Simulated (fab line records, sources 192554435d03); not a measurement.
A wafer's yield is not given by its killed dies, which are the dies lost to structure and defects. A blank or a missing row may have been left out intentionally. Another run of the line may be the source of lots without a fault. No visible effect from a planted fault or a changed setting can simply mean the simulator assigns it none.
Chamber matching    flow n5Finfet    rieDiel-03 running N5_BEOL_M0_SAQP_ETCH_88: 4 sister chambers
The step etches underlayer in N2/H2, target depth 6.5 nm, time 5.2 s. 4 wafers are shown with their chamber, then 7 later ones without.

EACH WAFER AND ITS CHAMBER
wafer   chamber  showerheadPlenumPTorr (Torr)
L081.1  3        2.45
L081.6  2        2.42
L088.1  0        2.48
L088.3  1        2.56

WAFERS MISSING THEIR CHAMBER
wafer   showerheadPlenumPTorr (Torr)
L088.4  2.44
L093.1  2.47
L093.2  2.55
L093.5  2.41
L096.3  2.47
L096.5  2.41
L096.6  2.44

THE CHAMBER EACH PASSED THROUGH
wafer   from the rows above      in truth
L088.4  can't be placed: 3 or 2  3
L093.1  can't be placed: 0 or 3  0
L093.2  1                        1
L093.5  2                        2
L096.3  can't be placed: 0 or 3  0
L096.5  2                        2
L096.6  can't be placed: 3 or 2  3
Correct placement for 3 of the 7. Not placeable from these rows: 4 (in 4, the candidates include the true chamber). Wrongly placed: 0.
How it was worked out, from the rows above alone: a wafer's distance from a chamber is the root of the sum, over the readings, of the square of ((its reading less the chamber's mean) divided by the reading's scatter). If the next closest chamber is less than 2 further off than the closest, the wafer can't be placed; otherwise it belongs to the closest. The mean given for a chamber averages the wafers shown for that chamber. The scatter: root of mean squared gap, hidden wafer to nearest shown wafer, with one shown wafer a chamber.
